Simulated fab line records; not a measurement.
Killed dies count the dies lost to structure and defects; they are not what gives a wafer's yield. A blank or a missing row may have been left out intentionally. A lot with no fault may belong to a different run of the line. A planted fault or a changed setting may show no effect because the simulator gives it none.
Chamber matching :: flow n5_finfet :: rie_diel-06 running N5_BEOL_M9_DESCUM_33: 4 sister chambers
The step chemistry O2, time 7 s. 24 wafers are shown with their chamber, then 12 later ones without.

== EACH WAFER AND ITS CHAMBER ==
wafer: L074.3
chamber: 3
drypump_motor_current_A (A): 6.8
throttle_valve_pct (%): 20.50
oes_product_au (a.u.): 0.68

wafer: L074.4
chamber: 1
drypump_motor_current_A (A): 6.0
throttle_valve_pct (%): 20.41
oes_product_au (a.u.): 0.99

wafer: L074.5
chamber: 1
drypump_motor_current_A (A): 6.0
throttle_valve_pct (%): 20.40
oes_product_au (a.u.): 0.98

wafer: L078.2
chamber: 1
drypump_motor_current_A (A): 6.0
throttle_valve_pct (%): 20.41
oes_product_au (a.u.): 0.96

wafer: L078.5
chamber: 2
drypump_motor_current_A (A): 4.9
throttle_valve_pct (%): 20.72
oes_product_au (a.u.): 0.68

wafer: L078.6
chamber: 3
drypump_motor_current_A (A): 6.8
throttle_valve_pct (%): 20.50
oes_product_au (a.u.): 0.67

wafer: L081.2
chamber: 0
drypump_motor_current_A (A): 6.1
throttle_valve_pct (%): 20.58
oes_product_au (a.u.): 0.76

wafer: L081.4
chamber: 0
drypump_motor_current_A (A): 6.1
throttle_valve_pct (%): 20.57
oes_product_au (a.u.): 0.76

wafer: L081.5
chamber: 1
drypump_motor_current_A (A): 5.9
throttle_valve_pct (%): 20.44
oes_product_au (a.u.): 0.92

wafer: L082.2
chamber: 2
drypump_motor_current_A (A): 4.9
throttle_valve_pct (%): 20.76
oes_product_au (a.u.): 0.68

wafer: L082.3
chamber: 0
drypump_motor_current_A (A): 6.1
throttle_valve_pct (%): 20.58
oes_product_au (a.u.): 0.75

wafer: L082.5
chamber: 0
drypump_motor_current_A (A): 6.1
throttle_valve_pct (%): 20.59
oes_product_au (a.u.): 0.76

wafer: L084.2
chamber: 0
drypump_motor_current_A (A): 6.1
throttle_valve_pct (%): 20.58
oes_product_au (a.u.): 0.76

wafer: L084.3
chamber: 3
drypump_motor_current_A (A): 6.8
throttle_valve_pct (%): 20.10
oes_product_au (a.u.): 0.99

wafer: L084.4
chamber: 2
drypump_motor_current_A (A): 4.9
throttle_valve_pct (%): 20.74
oes_product_au (a.u.): 0.68

wafer: L086.4
chamber: 3
drypump_motor_current_A (A): 6.8
throttle_valve_pct (%): 20.12
oes_product_au (a.u.): 0.96

wafer: L086.5
chamber: 2
drypump_motor_current_A (A): 4.9
throttle_valve_pct (%): 20.75
oes_product_au (a.u.): 0.68

wafer: L086.6
chamber: 1
drypump_motor_current_A (A): 6.0
throttle_valve_pct (%): 20.45
oes_product_au (a.u.): 0.91

wafer: L087.2
chamber: 2
drypump_motor_current_A (A): 4.9
throttle_valve_pct (%): 20.77
oes_product_au (a.u.): 0.68

wafer: L087.3
chamber: 0
drypump_motor_current_A (A): 6.1
throttle_valve_pct (%): 20.59
oes_product_au (a.u.): 0.75

wafer: L087.5
chamber: 2
drypump_motor_current_A (A): 4.9
throttle_valve_pct (%): 20.76
oes_product_au (a.u.): 0.67

wafer: L089.1
chamber: 1
drypump_motor_current_A (A): 5.9
throttle_valve_pct (%): 20.43
oes_product_au (a.u.): 0.89

wafer: L089.2
chamber: 3
drypump_motor_current_A (A): 6.8
throttle_valve_pct (%): 20.10
oes_product_au (a.u.): 0.94

wafer: L089.3
chamber: 0
drypump_motor_current_A (A): 6.1
throttle_valve_pct (%): 20.62
oes_product_au (a.u.): 0.74

SIGNATURES (means of the wafers above)
reading: drypump_motor_current_A
chamber 0: 6.100
chamber 1: 5.967
chamber 2: 4.900
chamber 3: 6.800
scatter within a chamber: 0.0258

reading: throttle_valve_pct
chamber 0: 20.5871
chamber 1: 20.4233
chamber 2: 20.7500
chamber 3: 20.2640
scatter within a chamber: 0.0977

reading: oes_product_au
chamber 0: 0.7543
chamber 1: 0.9417
chamber 2: 0.6783
chamber 3: 0.8480
scatter within a chamber: 0.0741
Rule: for a wafer and a chamber, the distance is found by dividing, reading by reading, the gap between the wafer's reading and the chamber's mean by the reading's scatter, squaring, summing and taking the root. If the next closest chamber is less than 2 further off than the closest, the wafer can't be placed; otherwise it belongs to the closest. The scatter: the root of (the sum of the squares of (reading less its chamber's mean) over the shown wafers, divided by (wafers less chambers)).

== WAFERS WHOSE CHAMBER IS MISSING ==
wafer: L091.1
drypump_motor_current_A (A): 5.9
throttle_valve_pct (%): 20.46
oes_product_au (a.u.): 0.88

wafer: L091.5
drypump_motor_current_A (A): 6.1
throttle_valve_pct (%): 20.60
oes_product_au (a.u.): 0.74

wafer: L091.6
drypump_motor_current_A (A): 5.9
throttle_valve_pct (%): 20.45
oes_product_au (a.u.): 0.88

wafer: L092.3
drypump_motor_current_A (A): 5.9
throttle_valve_pct (%): 20.45
oes_product_au (a.u.): 0.87

wafer: L092.4
drypump_motor_current_A (A): 4.9
throttle_valve_pct (%): 20.16
oes_product_au (a.u.): 0.97

wafer: L092.5
drypump_motor_current_A (A): 6.1
throttle_valve_pct (%): 20.63
oes_product_au (a.u.): 0.73

wafer: L093.1
drypump_motor_current_A (A): 6.1
throttle_valve_pct (%): 20.62
oes_product_au (a.u.): 0.73

wafer: L093.2
drypump_motor_current_A (A): 4.9
throttle_valve_pct (%): 20.17
oes_product_au (a.u.): 0.94

wafer: L093.5
drypump_motor_current_A (A): 6.0
throttle_valve_pct (%): 20.47
oes_product_au (a.u.): 0.87

wafer: L096.2
drypump_motor_current_A (A): 6.8
throttle_valve_pct (%): 20.13
oes_product_au (a.u.): 0.90

wafer: L096.3
drypump_motor_current_A (A): 6.1
throttle_valve_pct (%): 20.62
oes_product_au (a.u.): 0.73

wafer: L096.6
drypump_motor_current_A (A): 5.9
throttle_valve_pct (%): 20.48
oes_product_au (a.u.): 0.86

== WHICH CHAMBER EACH WENT THROUGH ==
wafer: L091.1
from the rows above: 1
in truth: 1

wafer: L091.5
from the rows above: 0
in truth: 0

wafer: L091.6
from the rows above: 1
in truth: 1

wafer: L092.3
from the rows above: 1
in truth: 1

wafer: L092.4
from the rows above: 2
in truth: 2

wafer: L092.5
from the rows above: 0
in truth: 0

wafer: L093.1
from the rows above: 0
in truth: 0

wafer: L093.2
from the rows above: 2
in truth: 2

wafer: L093.5
from the rows above: 1
in truth: 1

wafer: L096.2
from the rows above: 3
in truth: 3

wafer: L096.3
from the rows above: 0
in truth: 0

wafer: L096.6
from the rows above: 1
in truth: 1
Correct placement for 12 of the 12. Left unplaced by these rows: 0. 0 placed wrongly.
